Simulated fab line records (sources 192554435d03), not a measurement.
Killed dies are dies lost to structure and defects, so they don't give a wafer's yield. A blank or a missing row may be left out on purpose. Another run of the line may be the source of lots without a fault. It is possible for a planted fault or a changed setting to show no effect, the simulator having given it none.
fab line records | flow n5Finfet
[record] lots = 10 | wafers = 30 | lastDay = 19
route steps=1938 shown BEOL_M9@1437 PASSIVATION@1936
lots that met no fault: from a run of the same line without faults
startH: hours from the record's opening day to when the first of the lot's shown wafers began | waitH: how many hours have passed since the lot's step before this one | " same as the row above | L1.1+2: a single row standing in for several wafers | - no value, or no start was given | * or withheld: withheld | < > ~ a bound
route shown NAME@n: NAME is a module with steps in the file, n the number in the route of the first one | usual: average and standard deviation across the fault-free wafers | same: alike in all rows | chamber/n: place in a boat | sites: each site's reading | _std_site: standard deviation of those values | _edge_site: inner sites' mean taken away from outer sites' mean | radiusMm: how far each site lies from the wafer's centre | mask NAME#n: copy n | behind: tool/chamber where the wafer was last shaped | hold: cause of the lot's hold/its duration in hours/its outcome | device: whichever transistor did not switch (one of n, p or np) | end of line: tests of these same wafers at the route's end | for a step that has no rows: nothing shown but its recipe | killed: at the first sort, the dies lost to defects and structure; wafer yield is something else | map: a wafer's dies, x killed, . not, _ none there
set.NAME: the run value of the setting; set.NAME@STEP: its run value at that earlier step | model.NAME: the simulator's own value behind a step, which no gauge read
a sample of lots followed through the steps of the route, with each step as a table and each wafer as a row
services: the hour from which a tool's chamber was out of use, counted from the record's first day as startH (under 0 if before that day), plus the number of hours and why
[[steps]]
[step N5_BEOL_M9_DESCUM_33]
[recipe] chemistry = O2 | timeS = 7 | sourcePowerW = 50 | biasPowerW = 20 | pressureMtorr = 20 | rfFrequencyHz = 2.712e+07 | tempC = 40 | resist = CAR-EUV | o2FlowSccm = 225
[usual] drypumpMotorCurrentA = 5.7/0.35 | oesProductAu = 0.74/0.079 | rfVppV = 243.2/1.4 | showerheadPlenumPTorr = 2.10/0.072 | throttleValvePct = 20.67/0.21
lot.wafer | tool       | chamber | startH | waitH | drypumpMotorCurrentA | oesProductAu | rfHoursCounterH | rfVppV | showerheadPlenumPTorr | throttleValvePct
L674.1    | rieDiel-01 | 3       | 292.29 | 0.1   | 6.4                  | 0.70         | 216             | 242.8  | 1.97                  | 20.48
L674.2    | "          | 1       | "      | "     | 6.0                  | 0.72         | 216             | 242.5  | 2.07                  | 20.71
L674.6    | "          | 0       | "      | "     | 5.7                  | 0.69         | -               | 242.1  | 2.09                  | 20.84
L677.2    | rieDiel-01 | 2       | 293.30 | 0.0   | 5.5                  | 0.71         | 200             | 244.4  | 2.15                  | 20.79
L677.3    | "          | 3       | "      | "     | 6.4                  | 0.70         | 216             | 241.5  | 1.97                  | 20.49
L677.5    | "          | 3       | "      | "     | 6.5                  | 0.70         | -               | 242.5  | 1.97                  | 20.50
L679.2    | rieDiel-01 | 1       | 296.46 | 0.0   | 6.1                  | 0.71         | 217             | 242.8  | 2.07                  | 20.72
L679.3    | "          | 2       | "      | "     | 5.5                  | 0.71         | 200             | 244.8  | 2.15                  | 20.79
L679.6    | "          | 1       | "      | "     | 6.1                  | 0.72         | -               | 243.1  | 2.07                  | 20.73
L681.1    | rieDiel-01 | 0       | 329.66 | 0.1   | 5.7                  | 0.69         | 235             | 242.1  | 2.08                  | 20.86
L681.2    | "          | 1       | "      | "     | 6.1                  | 0.71         | 229             | 241.7  | 2.06                  | 20.75
L681.6    | "          | 2       | "      | "     | 5.5                  | 0.70         | -               | 244.8  | 2.15                  | 20.80
L684.2    | rieDiel-02 | 2       | 357.71 | 0.0   | 5.7                  | 0.67         | 247             | 241.7  | 2.03                  | 20.67
L684.3    | "          | 0       | "      | "     | 5.8                  | 0.79         | 102             | 242.5  | 2.04                  | 20.16
L684.4    | "          | 1       | "      | "     | 5.6                  | 0.69         | 237             | 244.0  | 2.15                  | 20.78
L686.4    | rieDiel-01 | 2       | 366.34 | 1.0   | 5.5                  | 0.68         | -               | 244.5  | 2.14                  | 20.83
L686.5    | "          | 0       | "      | "     | 5.8                  | 0.68         | -               | 243.0  | 2.08                  | 20.86
L686.6    | "          | 1       | "      | "     | 6.1                  | 0.70         | -               | 242.7  | 2.06                  | 20.76
L688.1    | rieDiel-02 | 1       | 384.57 | 0.0   | 5.6                  | 0.68         | 244             | 244.6  | 2.15                  | 20.78
L688.2    | "          | 3       | "      | "     | 5.0                  | 0.85         | 79              | 246.5  | 2.23                  | 20.70
L688.3    | "          | 0       | "      | "     | 5.8                  | 0.79         | 112             | 240.9  | 2.03                  | 20.17
L690.3    | rieDiel-01 | 3       | 386.72 | 0.4   | 6.4                  | 0.71         | 224             | 240.2  | 1.97                  | 20.51
L690.5    | "          | 2       | "      | "     | 5.5                  | 0.67         | -               | 244.2  | 2.14                  | 20.86
L690.6    | "          | 0       | "      | "     | 5.7                  | 0.67         | -               | 243.8  | 2.08                  | 20.89
L691.1    | rieDiel-01 | 0       | 389.36 | 0.1   | 5.7                  | 0.68         | 250             | 242.9  | 2.08                  | 20.88
L691.5    | "          | 0       | "      | "     | 5.8                  | 0.68         | -               | 244.0  | 2.08                  | 20.88
L691.6    | "          | 3       | "      | "     | 6.5                  | 0.70         | -               | 239.9  | 1.97                  | 20.52
L689.1    | rieDiel-02 | 3       | 389.81 | 0.4   | 5.0                  | 0.84         | 80              | 244.2  | 2.23                  | 20.71
L689.4    | "          | 0       | "      | "     | 5.8                  | 0.80         | 114             | 240.6  | 2.03                  | 20.16
L689.5    | "          | 1       | "      | "     | 5.6                  | 0.69         | -               | 241.5  | 2.15                  | 20.79
[step N5_BEOL_M9_ETCH_76]
[recipe] chemistry = N2/H2 | target = underlayer | targetDepthA = 65 | maskMaterial = CAR-EUV | timeS = 5.2 | ionEnergyEv = 200 | pressureMtorr = 30 | sourceW = 840 | biasW = 150 | n2FlowSccm = 200 | h2FlowSccm = 200 | ends = cleared
[usual] drypumpMotorCurrentA = 5.7/0.35 | etchRfOnTimeS = 5.18/0.13 | oesProductAu = 0.64/0.071 | rfVppV = 524.1/2.3 | showerheadPlenumPTorr = 2.55/0.081 | throttleValvePct = 18.13/0.19
lot.wafer | tool       | chamber | startH | waitH | drypumpMotorCurrentA | etchRfOnTimeS | oesProductAu | rfHoursCounterH | rfVppV | showerheadPlenumPTorr | throttleValvePct
L674.1    | rieDiel-01 | 3       | 292.33 | 0.0   | 6.5                  | 5.08          | 0.61         | 216             | 521.8  | 2.42                  | 18.13
L674.2    | "          | 1       | "      | "     | 6.0                  | 5.27          | 0.61         | 216             | 523.3  | 2.52                  | 18.29
L674.6    | "          | 0       | "      | "     | 5.7                  | 5.18          | 0.59         | -               | 523.4  | 2.53                  | 18.26
L677.2    | rieDiel-01 | 2       | 293.34 | 0.0   | 5.5                  | 5.13          | 0.62         | 200             | 524.0  | 2.63                  | 18.26
L677.3    | "          | 3       | "      | "     | 6.5                  | 5.07          | 0.61         | 216             | 521.4  | 2.42                  | 18.10
L677.5    | "          | 3       | "      | "     | 6.4                  | 5.10          | 0.60         | -               | 518.0  | 2.42                  | 18.13
L679.2    | rieDiel-01 | 1       | 296.49 | 0.0   | 6.0                  | 5.27          | 0.61         | 217             | 522.8  | 2.52                  | 18.26
L679.3    | "          | 2       | "      | "     | 5.5                  | 5.16          | 0.61         | 200             | 525.4  | 2.63                  | 18.27
L679.6    | "          | 1       | "      | "     | 6.0                  | 5.32          | 0.60         | -               | 521.9  | 2.52                  | 18.28
L681.1    | rieDiel-01 | 0       | 329.69 | 0.0   | 5.8                  | 5.18          | 0.58         | 235             | 521.3  | 2.52                  | 18.26
L681.2    | "          | 1       | "      | "     | 6.0                  | 5.27          | 0.61         | 229             | 524.1  | 2.51                  | 18.27
L681.6    | "          | 2       | "      | "     | 5.5                  | 5.12          | 0.59         | -               | 527.0  | 2.63                  | 18.29
L684.2    | rieDiel-02 | 2       | 357.74 | 0.0   | 5.7                  | 5.08          | 0.58         | 247             | 522.6  | 2.50                  | 18.27
L684.3    | "          | 0       | "      | "     | 5.8                  | 5.29          | 0.67         | 102             | 521.7  | 2.47                  | 17.60
L684.4    | "          | 1       | "      | "     | 5.6                  | 5.43          | 0.58         | 237             | 528.1  | 2.62                  | 18.22
L686.4    | rieDiel-01 | 2       | 366.37 | 0.0   | 5.5                  | 5.25          | 0.59         | -               | 525.9  | 2.62                  | 18.33
L686.5    | "          | 0       | "      | "     | 5.8                  | 5.30          | 0.58         | -               | 523.1  | 2.52                  | 18.24
L686.6    | "          | 1       | "      | "     | 6.0                  | 5.37          | 0.59         | -               | 524.0  | 2.51                  | 18.31
L688.1    | rieDiel-02 | 1       | 384.61 | 0.0   | 5.6                  | 5.40          | 0.58         | 244             | 525.7  | 2.62                  | 18.21
L688.2    | "          | 3       | "      | "     | 5.1                  | 5.13          | 0.73         | 79              | 528.7  | 2.68                  | 17.96
L688.3    | "          | 0       | "      | "     | 5.8                  | 5.23          | 0.68         | 112             | 523.9  | 2.47                  | 17.62
L690.3    | rieDiel-01 | 3       | 386.75 | 0.0   | 6.5                  | 5.06          | 0.60         | 224             | 520.3  | 2.41                  | 18.13
L690.5    | "          | 2       | "      | "     | 5.5                  | 5.15          | 0.59         | -               | 524.6  | 2.62                  | 18.35
L690.6    | "          | 0       | "      | "     | 5.8                  | 5.19          | 0.58         | -               | 522.0  | 2.52                  | 18.25
L691.1    | rieDiel-01 | 0       | 389.39 | 0.0   | 5.7                  | 5.27          | 0.57         | 250             | 523.1  | 2.51                  | 18.26
L691.5    | "          | 0       | "      | "     | 5.7                  | 5.25          | 0.58         | -               | 522.3  | 2.51                  | 18.28
L691.6    | "          | 3       | "      | "     | 6.4                  | 5.10          | 0.61         | -               | 520.6  | 2.41                  | 18.11
L689.1    | rieDiel-02 | 3       | 389.84 | 0.0   | 5.0                  | 5.11          | 0.72         | 80              | 526.9  | 2.68                  | 17.95
L689.4    | "          | 0       | "      | "     | 5.8                  | 5.17          | 0.67         | 114             | 521.4  | 2.47                  | 17.62
L689.5    | "          | 1       | "      | "     | 5.6                  | 5.42          | 0.58         | -               | 527.2  | 2.62                  | 18.24
[step N5_BEOL_M9_ETCH_65]
[recipe] chemistry = CF4 | target = SiARC | targetDepthA = 156 | maskMaterial = CAR-EUV | timeS = 26 | ionEnergyEv = 80 | pressureMtorr = 40 | sourceW = 545 | biasW = 36 | Ar_flow_sccm = 100 | cf4FlowSccm = 100 | ends = cleared
[usual] drypumpMotorCurrentA = 5.7/0.35 | etchRfOnTimeS = 25.8/0.62 | oesProductAu = 0.64/0.07 | rfVppV = 184.0/1.2 | showerheadPlenumPTorr = 2.15/0.065 | throttleValvePct = 15.85/0.19
lot.wafer | tool       | chamber | startH | waitH | drypumpMotorCurrentA | etchRfOnTimeS | oesProductAu | rfHoursCounterH | rfVppV | showerheadPlenumPTorr | throttleValvePct
L674.1    | rieDiel-01 | 3       | 292.35 | 0.0   | 6.4                  | 25.4          | 0.61         | 216             | 181.7  | 2.03                  | 15.76
L674.2    | "          | 1       | "      | "     | 6.1                  | 26.3          | 0.61         | 216             | 183.6  | 2.12                  | 15.93
L674.6    | "          | 0       | "      | "     | 5.7                  | 26.2          | 0.59         | -               | 184.8  | 2.13                  | 15.94
L677.2    | rieDiel-01 | 2       | 293.35 | 0.0   | 5.5                  | 25.6          | 0.61         | 200             | 184.9  | 2.20                  | 16.06
L677.3    | "          | 3       | "      | "     | 6.4                  | 25.6          | 0.60         | 216             | 182.0  | 2.03                  | 15.78
L677.5    | "          | 3       | "      | "     | 6.4                  | 25.8          | 0.61         | -               | 181.4  | 2.03                  | 15.78
L679.2    | rieDiel-01 | 1       | 296.51 | 0.0   | 6.1                  | 26.3          | 0.61         | 217             | 184.8  | 2.12                  | 15.93
L679.3    | "          | 2       | "      | "     | 5.5                  | 25.4          | 0.61         | 200             | 185.4  | 2.20                  | 16.07
L679.6    | "          | 1       | "      | "     | 6.1                  | 26.6          | 0.61         | -               | 183.3  | 2.12                  | 15.91
L681.1    | rieDiel-01 | 0       | 329.71 | 0.0   | 5.7                  | 25.9          | 0.59         | 235             | 184.5  | 2.12                  | 15.97
L681.2    | "          | 1       | "      | "     | 6.1                  | 26.2          | 0.61         | 229             | 182.2  | 2.11                  | 15.95
L681.6    | "          | 2       | "      | "     | 5.5                  | 25.8          | 0.61         | -               | 185.3  | 2.20                  | 16.09
L684.2    | rieDiel-02 | 2       | 357.76 | 0.0   | 5.7                  | 25.2          | 0.59         | 247             | 182.4  | 2.12                  | 16.08
L684.3    | "          | 0       | "      | "     | 5.7                  | 26.3          | 0.68         | 103             | 182.8  | 2.09                  | 15.40
L684.4    | "          | 1       | "      | "     | 5.6                  | 27.1          | 0.58         | 237             | 186.4  | 2.19                  | 15.90
L686.4    | rieDiel-01 | 2       | 366.39 | 0.0   | 5.5                  | 25.7          | 0.59         | -               | 186.0  | 2.19                  | 16.13
L686.5    | "          | 0       | "      | "     | 5.7                  | 25.9          | 0.58         | -               | 184.1  | 2.12                  | 15.97
L686.6    | "          | 1       | "      | "     | 6.0                  | 26.1          | 0.60         | -               | 183.7  | 2.11                  | 15.98
L688.1    | rieDiel-02 | 1       | 384.62 | 0.0   | 5.6                  | 26.9          | 0.58         | 244             | 184.6  | 2.19                  | 15.91
L688.2    | "          | 3       | "      | "     | 5.1                  | 26.0          | 0.73         | 79              | 186.4  | 2.27                  | 15.80
L688.3    | "          | 0       | "      | "     | 5.8                  | 26.3          | 0.67         | 112             | 183.4  | 2.08                  | 15.42
L690.3    | rieDiel-01 | 3       | 386.77 | 0.0   | 6.4                  | 25.8          | 0.59         | 224             | 184.8  | 2.03                  | 15.80
L690.5    | "          | 2       | "      | "     | 5.5                  | 26.0          | 0.58         | -               | 184.3  | 2.19                  | 16.14
L690.6    | "          | 0       | "      | "     | 5.7                  | 26.2          | 0.58         | -               | 184.3  | 2.12                  | 15.99
L691.1    | rieDiel-01 | 0       | 389.41 | 0.0   | 5.7                  | 25.6          | 0.58         | 250             | 184.8  | 2.12                  | 15.98
L691.5    | "          | 0       | "      | "     | 5.7                  | 26.0          | 0.58         | -               | 184.1  | 2.12                  | 15.99
L691.6    | "          | 3       | "      | "     | 6.5                  | 25.7          | 0.60         | -               | 182.4  | 2.03                  | 15.80
L689.1    | rieDiel-02 | 3       | 389.86 | 0.0   | 5.0                  | 25.4          | 0.73         | 80              | 185.9  | 2.27                  | 15.80
L689.4    | "          | 0       | "      | "     | 5.8                  | 25.8          | 0.67         | 114             | 182.8  | 2.08                  | 15.41
L689.5    | "          | 1       | "      | "     | 5.6                  | 26.6          | 0.58         | -               | 184.7  | 2.19                  | 15.92
[step N5_BEOL_M9_ALD_74]
[recipe] material = TaN | targetThkA = 20 | tempC = 275 | aldPrecursorFamily = PDMAT | aldCoReactant = NH3 | pressureTorr = 3 | carrierFlowSccm = 1500 | pulseTimeS = 2 | purgeTimeS = 3 | coReactantPurgeTimeS = 2 | coReactantPulseTimeS = 3 | aldCycles = 40 | precursorVesselTempC = 75 | precursorVesselPressureTorr = 26.25 | precursorVesselCarrierSccm = 1000
[usual] aldCycles = 40/0 | chamberPressureTorr = 3.001/0.0065 | heaterPowerW = 417/44
[same] pulseTimeS = 2
lot.wafer | tool        | chamber | startH | waitH | aldCycles | chamberPressureTorr | heaterPowerW | sinceWetCleanH
L674.1    | aldMetal-01 | 3       | 294.04 | 0.0   | 40        | 3.007               | 424          | 3034
L674.2    | "           | 1       | "      | "     | 40        | 2.999               | 361          | 3034
L674.6    | "           | 3       | "      | "     | 54        | 3.007               | 418          | -
L677.2    | aldMetal-01 | 1       | 294.41 | 0.1   | 40        | 3.008               | 364          | 3034
L677.3    | "           | 3       | "      | "     | 40        | 2.998               | 426          | 3034
L677.5    | "           | 2       | "      | "     | 54        | 3.006               | 500          | -
L679.2    | aldMetal-01 | 3       | 298.23 | 0.1   | 40        | 3.004               | 420          | 3038
L679.3    | "           | 2       | "      | "     | 40        | 2.992               | 514          | 3038
L679.6    | "           | 3       | "      | "     | 54        | 3.005               | 421          | -
L681.1    | aldMetal-03 | 2       | 330.88 | 0.0   | 40        | 2.996               | 371          | 4609
L681.2    | "           | 1       | "      | "     | 40        | 3.007               | 422          | 4609
L681.6    | "           | 0       | "      | "     | 40        | 2.995               | 399          | -
L684.2    | aldMetal-03 | 0       | 359.28 | 0.0   | 40        | 3.004               | 395          | 4638
L684.3    | "           | 2       | "      | "     | 40        | 3.013               | 368          | 4638
L684.4    | "           | 3       | "      | "     | 40        | 2.993               | 428          | 4638
L686.4    | aldMetal-03 | 0       | 369.20 | 0.0   | 40        | 3.005               | 394          | 4648
L686.5    | "           | 0       | "      | "     | 40        | 3.002               | 397          | -
L686.6    | "           | 3       | "      | "     | 40        | 2.995               | 421          | -
L688.1    | aldMetal-01 | 1       | 386.52 | 0.0   | 40        | 2.989               | 365          | 3126
L688.2    | "           | 0       | "      | "     | 40        | 3.012               | 411          | 3126
L688.3    | "           | 3       | "      | "     | 40        | 3.009               | 431          | 3126
L690.3    | aldMetal-04 | 2       | 389.76 | 0.3   | 40        | 2.994               | 408          | 39
L690.5    | "           | 2       | "      | "     | 40        | 3.002               | 411          | -
L690.6    | "           | 3       | "      | "     | 40        | 3.001               | 442          | -
L691.1    | aldMetal-03 | 0       | 390.73 | 0.1   | 40        | 2.999               | 400          | 4669
L691.5    | "           | 0       | "      | "     | 40        | 3.011               | 404          | -
L691.6    | "           | 3       | "      | "     | 40        | 2.997               | 429          | -
L689.1    | aldMetal-04 | 3       | 391.22 | 0.0   | 40        | 2.991               | 437          | 40
L689.4    | "           | 0       | "      | "     | 40        | 2.995               | 410          | 40
L689.5    | "           | 2       | "      | "     | 40        | 3.001               | 417          | -
[step N5_PASSIVATION_PROBE_49]
[usual] defectLimitedYield = 91.1/1.4 | killed_at_M0_to_M3 = 36/11 | killed_at_M4_up = 14/5.2 | killedAtContacts = 12/6.1 | killedAtFrontEnd = 40/12 | killedAtOther = 3.2/2.5 | killedDies = 105/16 | killedOpen = 68/12 | killedShort = 35/8.7 | sort_bin_5_function = 5.2/0.89 | sort_bin_6_memory = 3.3/0.66 | sortNPass = 1074/16 | sortYieldPct = 91.1/1.4
[same] grossDies = 1180 | killedAtBackSide = 0 | sort_bin_4_leakage[%] = 0 | sort_bin_8_speed[%] = 0
lot.wafer | tool      | chamber | startH | waitH | defectLimitedYield[%] | killed_at_M0_to_M3 | killed_at_M4_up | killedAtContacts | killedAtFrontEnd | killedAtOther | killedDies | killedOpen | killedShort | sort_bin_5_function[%] | sort_bin_6_memory[%] | sortNPass | sortYieldPct[%]
L677.2    | prober-01 | -       | 355.28 | 0.1   | 93.7                  | 9                  | 18              | 5                | 40               | 2             | 74         | 39         | 28          | 3.5                    | 1.9                  | 1106      | 93.7
L677.3    | prober-01 | -       | 355.33 | 0.1   | 93.2                  | 28                 | 11              | 11               | 28               | 2             | 80         | 53         | 24          | 4.6                    | 1.9                  | 1100      | 93.2
L677.5    | prober-01 | -       | 355.43 | 0.2   | 92.5                  | 21                 | 4               | 16               | 43               | 5             | 89         | 53         | 30          | 5.0                    | 2.2                  | 1091      | 92.5
// killed by level:class
L677.2 FIN_SAQP:geometricParticle:short=8 FIN_SAQP:geometricParticle:open=8 BEOL_M4:geometricParticle:short=8 STI_FIN_REVEAL:geometricParticle:open=4 DUMMY_GATE:geometricParticle:open=4 DUMMY_GATE:geometricParticle:short=4 MOL_CONTACT_COAG:geometricParticle:open=4 BEOL_M4:geometricParticle:open=4
L677.3 MOL_CONTACT_COAG:geometricParticle:open=11 FIN_SAQP:geometricParticle:open=8 BEOL_M0_SAQP:geometricParticle:short=7 BEOL_M2:geometricParticle:open=6 FIN_SAQP:geometricParticle:short=5 BEOL_M1:geometricParticle:open=5 BEOL_M0_SAQP:geometricParticle:open=3 BEOL_M3:geometricParticle:open=3
L677.5 MOL_CONTACT_COAG:geometricParticle:open=15 FIN_SAQP:geometricParticle:short=9 STI_FIN_REVEAL:geometricParticle:open=6 DUMMY_GATE:geometricParticle:open=4 BEOL_M0:geometricParticle:open=4 BEOL_M3:geometricParticle:open=4 HKMG_FIN:areaEtch=4 STI_FIN_REVEAL:geometricParticle:short=3
[[services]]
tool        | chamber | startH | hours | kind
aldMetal-04 | -       | 277.25 | 0.8   | repair
aldMetal-04 | 0       | 293.78 | -     | calibration
rieDiel-01  | -       | 333.19 | 2.8   | pm
aldMetal-04 | -       | 337.25 | 14.0  | pm
aldMetal-04 | 0       | 337.25 | 14.0  | ventCycle
aldMetal-04 | 1       | 337.25 | 14.0  | ventCycle
aldMetal-04 | 2       | 337.25 | 14.0  | ventCycle
aldMetal-04 | 3       | 337.25 | 14.0  | ventCycle
aldMetal-03 | -       | 343.44 | 8.7   | pm
aldMetal-04 | 0       | 351.25 | -     | clean
aldMetal-04 | 1       | 351.25 | -     | clean
aldMetal-04 | 2       | 351.25 | -     | clean
aldMetal-04 | 3       | 351.25 | -     | clean
aldMetal-01 | -       | 367.65 | 14.6  | pm
rieDiel-02  | 2       | 368.90 | -     | clean
rieDiel-02  | 2       | 368.90 | -     | consumableReplace:focusRing
rieDiel-02  | 2       | 368.90 | 14.5  | scheduledDown
rieDiel-02  | 2       | 368.90 | 14.5  | ventCycle
rieDiel-01  | 1       | 381.97 | -     | clean
rieDiel-01  | 1       | 381.97 | -     | consumableReplace:focusRing
rieDiel-01  | 1       | 381.97 | 14.6  | scheduledDown
rieDiel-01  | 1       | 381.97 | 14.6  | ventCycle
[[key]]
[firstSign] step = N5_BEOL_M9_ALD_74 | reading = aldCycles | direction = up | sigmas = 99+ | usual = * | struck = *
effect none on later readings
metAt N5_BEOL_M9_ALD_74
struckLots L674,L677,L679
struckWafers L674.6,L677.5,L679.6
notActingAt N5_BEOL_M9_DESCUM_33,N5_BEOL_M9_ETCH_76,N5_BEOL_M9_ETCH_65
[fault] kind = processParameterDrift | tool = aldMetal-01 | chamber = - | onsetH = 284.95 | steps = N5_BEOL_M9_ALD_74 | channel = aldCycles | offset = * | shape = step | endH = 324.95 | scope = struckWafersOnly | actsIn = * | stated = *
